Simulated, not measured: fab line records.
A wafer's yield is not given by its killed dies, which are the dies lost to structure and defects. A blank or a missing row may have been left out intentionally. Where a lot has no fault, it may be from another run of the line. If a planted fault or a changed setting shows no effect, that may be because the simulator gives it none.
fab line records    flow n5_finfet    part 2 of 2: steps 26 to 35 of 35
record lots=5  wafers=15  last_day=17
route steps=1938 shown BEOL_M10@1517 BEOL_M11@1536
lots with no fault: from the same line, run without faults
start_h: hours from the record's opening day to when the first of the lot's shown wafers began    wait_h: how many hours have passed since the lot's step before this one    " as in the row above    L1.1+2: a row that stands for several wafers    - either no value or no given start    * or withheld: withheld    < > ~ a bound
route shown NAME@n: a module of which the file shows steps, and the number in the route of the first    usual: the fault-free wafers' mean and standard deviation    same: alike in all rows    chamber/n: place in a boat    sites: readings site by site    _std_site: their standard deviation    _edge_site: the outer-site mean with the inner-site mean subtracted    radius_mm: how far each site lies from the wafer's centre    mask NAME#n: copy n    behind: the tool/chamber that last shaped the wafer    hold: the reason the lot was held/the length of the hold in hours/how it ended    device: whichever transistor did not switch (one of n, p or np)    end of line: at the end of the route, the tests of the same wafers    a step with no rows: only its recipe    killed: not the wafer's yield, but the dies lost to structure and defects at the first sort    map: shows each die of a wafer: x if killed, . if not, _ if none is there
set.NAME: the setting as run; set.NAME@STEP: as run at that earlier step    model.NAME: the simulator's own value behind a step, which no gauge read
a table for each step, a row for each wafer; lots at some steps of the route
services: a tool's chamber out of use, with start hour (start_h, from the record's first day; less than 0 if before it), hours out, and reason
## steps
# step N5_BEOL_M11_COAT_60
# recipe resist=SiARC  temp_c=220  time_s=60  spin_rpm=1500  resist_thk_nm=30
# usual exhaust_pa=44.9/0.86
lot.wafer  tool            chamber  start_h  wait_h  exhaust_pa
L074.1     litho_track-01  0        -        -       44.5
L074.4     "               0        "        "       44.3
L074.6     "               0        "        "       44.3
L080.1     litho_track-03  0        -        -       44.6
L080.4     "               0        "        "       44.3
L080.5     "               0        "        "       43.7
L085.4     litho_track-01  0        -        -       45.8
L085.5     "               0        "        "       44.7
L085.6     "               0        "        "       45.6
L087.1     litho_track-01  0        -        -       44.4
L087.2     "               0        "        "       44.3
L087.6     "               0        "        "       45.2
L092.3     litho_track-02  0        -        -       44.0
L092.4     "               0        "        "       44.9
L092.6     "               0        "        "       44.2
# step N5_BEOL_M11_COAT_05
# recipe resist=CAR-ArF  spin_rpm=1500  resist_thk_nm=90
# usual exhaust_pa=45.0/0.89
lot.wafer  tool            chamber  start_h  wait_h  exhaust_pa
L074.1     litho_track-01  0        -        -       44.5
L074.4     "               0        "        "       42.9
L074.6     "               0        "        "       44.1
L080.1     litho_track-03  0        -        -       46.0
L080.4     "               0        "        "       44.5
L080.5     "               0        "        "       46.3
L085.4     litho_track-01  0        -        -       45.9
L085.5     "               0        "        "       46.1
L085.6     "               0        "        "       45.6
L087.1     litho_track-01  0        -        -       44.9
L087.2     "               0        "        "       46.6
L087.6     "               0        "        "       45.4
L092.3     litho_track-02  0        -        -       44.8
L092.4     "               0        "        "       44.9
L092.6     "               0        "        "       45.0
# step N5_BEOL_M11_EBR_07
# recipe solvent=PGMEA  ebr_width_mm=1.5
# usual exhaust_pa=45.1/0.86
lot.wafer  tool            chamber  start_h  wait_h  exhaust_pa
L074.1     litho_track-01  0        -        -       43.6
L074.4     "               0        "        "       43.4
L074.6     "               0        "        "       43.6
L080.1     litho_track-03  0        -        -       45.0
L080.4     "               0        "        "       44.9
L080.5     "               0        "        "       44.8
L085.4     litho_track-01  0        -        -       45.6
L085.5     "               0        "        "       45.9
L085.6     "               0        "        "       45.8
L087.1     litho_track-01  0        -        -       42.9
L087.2     "               0        "        "       45.7
L087.6     "               0        "        "       44.5
L092.3     litho_track-02  0        -        -       44.5
L092.4     "               0        "        "       44.3
L092.6     "               0        "        "       44.2
# step N5_BEOL_M11_SOFTBAKE_06
# recipe temp_c=110  time_s=60  resist=CAR-ArF
# usual exhaust_pa=45.0/0.9
lot.wafer  tool            chamber  start_h  wait_h  exhaust_pa
L074.1     litho_track-01  0        -        -       45.7
L074.4     "               0        "        "       45.5
L074.6     "               0        "        "       44.2
L080.1     litho_track-03  0        -        -       45.5
L080.4     "               0        "        "       45.0
L080.5     "               0        "        "       44.6
L085.4     litho_track-01  0        -        -       44.1
L085.5     "               0        "        "       45.6
L085.6     "               0        "        "       44.8
L087.1     litho_track-01  0        -        -       44.4
L087.2     "               0        "        "       44.9
L087.6     "               0        "        "       45.4
L092.3     litho_track-02  0        -        -       44.9
L092.4     "               0        "        "       43.4
L092.6     "               0        "        "       44.5
# step N5_BEOL_M11_EXPOSE_08
# recipe mask_id=M11  na=1.35  source_shape=dipole  sigma_inner=0.411  sigma_outer=0.611  polarization=te  dose_mj=53.75
# usual exposure_dose_mJ_cm2=53.80/0.15  focus_offset_nm=-0.1/0.54
lot.wafer  tool             chamber  start_h  wait_h  mask   exposure_dose_mJ_cm2  focus_offset_nm
L074.1     arfi_scanner-01  0        230.69   -       M11#0  53.76                 0.3
L074.4     "                0        "        "       M11#0  53.69                 -0.1
L074.6     "                0        "        "       M11#0  53.78                 -0.7
L080.1     arfi_scanner-03  0        264.99   -       M11#0  53.70                 0.8
L080.4     "                0        "        "       M11#0  53.73                 -0.9
L080.5     "                0        "        "       M11#0  53.69                 -0.4
L085.4     arfi_scanner-03  0        309.40   -       M11#0  53.91                 -1.1
L085.5     "                0        "        "       M11#0  53.98                 -0.7
L085.6     "                0        "        "       M11#0  53.88                 -0.1
L087.1     arfi_scanner-01  0        316.04   -       M11#0  53.65                 -0.3
L087.2     "                0        "        "       M11#0  53.74                 0.5
L087.6     "                0        "        "       M11#0  53.66                 -0.9
L092.3     arfi_scanner-02  0        345.69   -       M11#0  53.67                 0.2
L092.4     "                0        "        "       M11#0  53.61                 0.0
L092.6     "                0        "        "       M11#0  53.55                 -0.3
# step N5_BEOL_M11_PEB_09
# recipe peb_temp_c=withheld  peb_time_s=60  resist=CAR-ArF
# usual exhaust_pa=45.1/0.81
lot.wafer  tool            chamber  start_h  wait_h  exhaust_pa
L074.1     litho_track-03  0        230.75   0.1     45.4
L074.4     "               0        "        "       45.6
L074.6     "               0        "        "       46.4
L080.1     litho_track-02  0        265.05   0.1     45.0
L080.4     "               0        "        "       43.7
L080.5     "               0        "        "       45.2
L085.4     litho_track-01  0        309.45   0.0     43.7
L085.5     "               0        "        "       45.0
L085.6     "               0        "        "       44.3
L087.1     litho_track-03  0        316.10   0.1     45.4
L087.2     "               0        "        "       45.7
L087.6     "               0        "        "       44.0
L092.3     litho_track-01  0        345.73   0.0     44.8
L092.4     "               0        "        "       45.0
L092.6     "               0        "        "       46.3
# step N5_BEOL_M11_DEVELOP_10
# recipe develop_time_s=30  developer=TMAH  resist=CAR-ArF  rinse_liquid=diw  dry=air_spin  dev_temp_c=23
# usual exhaust_pa=45.0/0.94
lot.wafer  tool            chamber  start_h  wait_h  exhaust_pa
L074.1     litho_track-03  0        -        -       44.5
L074.4     "               0        "        "       46.1
L074.6     "               0        "        "       45.8
L080.1     litho_track-02  0        -        -       45.6
L080.4     "               0        "        "       45.0
L080.5     "               0        "        "       45.8
L085.4     litho_track-01  0        -        -       45.8
L085.5     "               0        "        "       46.1
L085.6     "               0        "        "       46.1
L087.1     litho_track-03  0        -        -       44.9
L087.2     "               0        "        "       45.7
L087.6     "               0        "        "       45.3
L092.3     litho_track-01  0        -        -       44.8
L092.4     "               0        "        "       44.2
L092.6     "               0        "        "       44.3
# step N5_BEOL_M11_CD_MEAS_11
# recipe target_cd_nm=64.1  landing_energy_ev=500  detector=se_inlens  polarity=opening
# usual cd_nm=63.9/0.54
lot.wafer  tool       chamber  start_h  wait_h  cd_nm
L074.1     cd_sem-02  0        230.82   -       63.4
L074.4     "          0        "        "       63.8
L074.6     "          0        "        "       62.8
L080.1     cd_sem-03  0        265.12   -       63.4
L080.4     "          0        "        "       62.7
L080.5     "          0        "        "       63.3
L085.4     cd_sem-02  0        309.51   -       63.2
L085.5     "          0        "        "       64.5
L085.6     "          0        "        "       63.8
L087.1     cd_sem-02  0        316.17   -       63.6
L087.2     "          0        "        "       63.7
L087.6     "          0        "        "       64.5
L092.3     cd_sem-01  0        345.80   -       63.6
L092.4     "          0        "        "       64.1
L092.6     "          0        "        "       63.5
# step N5_BEOL_M11_OVL_MEAS_12
# recipe points_per_wafer=44
# usual M11_OVL=0.2/0.81
lot.wafer  tool        chamber  start_h  wait_h  M11_OVL[nm]
L074.1     overlay-01  0        230.85   0.0     -0.2
L074.4     "           0        "        "       -0.4
L074.6     "           0        "        "       1.0
L080.1     overlay-02  0        265.15   0.0     0.4
L080.4     "           0        "        "       0.0
L080.5     "           0        "        "       -0.2
L085.4     overlay-02  0        309.54   0.0     -0.1
L085.5     "           0        "        "       1.0
L085.6     "           0        "        "       0.4
L087.1     overlay-01  0        316.20   0.0     0.9
L087.2     "           0        "        "       -0.2
L087.6     "           0        "        "       0.4
L092.3     overlay-01  0        345.83   0.0     0.3
L092.4     "           0        "        "       1.0
L092.6     "           0        "        "       0.6
# step N5_BEOL_M11_INSPECT_13
# recipe mode=adi  inspect_instrument=brightfield
# usual raw_defect_count=375/88
lot.wafer  tool               chamber  start_h  wait_h  raw_defect_count
L074.1     defect_inspect-02  -        230.87   0.0     269
L074.4     "                  -        "        "       252
L074.6     "                  -        "        "       438
L080.1     defect_inspect-01  -        265.17   0.0     386
L080.4     "                  -        "        "       369
L080.5     "                  -        "        "       361
L085.4     defect_inspect-01  -        309.57   0.0     332
L085.5     "                  -        "        "       453
L085.6     "                  -        "        "       531
L087.1     defect_inspect-02  -        316.22   0.0     376
L087.2     "                  -        "        "       324
L087.6     "                  -        "        "       303
L092.3     defect_inspect-01  -        345.85   0.0     257
L092.4     "                  -        "        "       304
L092.6     "                  -        "        "       293
## services
tool             chamber  start_h  hours  kind
arfi_scanner-01  -        205.82   4.9    pm
pecvd-03         2        210.24   18.6   repair
uv_cure-01       -        222.97   2.1    pm
cmp-04           -        225.62   4.0    pm
uv_cure-02       -        232.28   6.0    pm
arfi_scanner-01  -        236.86   0.8    pm
ecd_cu-02        -        244.27   4.9    repair
uv_cure-03       -        247.32   129.3  repair
arfi_scanner-03  -        250.57   0.8    pm
ecd_cu-02        -        250.75   1.8    repair
ecd_cu-01        -        261.91   2.2    repair
cmp-04           -        264.91   0.9    repair
cmp-01           -        265.48   1.2    repair
arfi_scanner-01  -        269.28   1.3    pm
pecvd-04         1        277.93   6.6    repair
arfi_scanner-03  -        279.65   1.0    pm
cvd_co-01        -        280.61   0.2    repair
pecvd-01         1        285.45   3.6    repair
uv_cure-01       -        288.41   7.5    pm
wet_bench-06     -        305.45   1.9    pm
pecvd-02         -        314.19   0.9    repair
ald_metal-03     -        322.57   8.7    pm
cmp-01           -        327.64   3.1    repair
ald_metal-03     -        337.36   14.0   pm
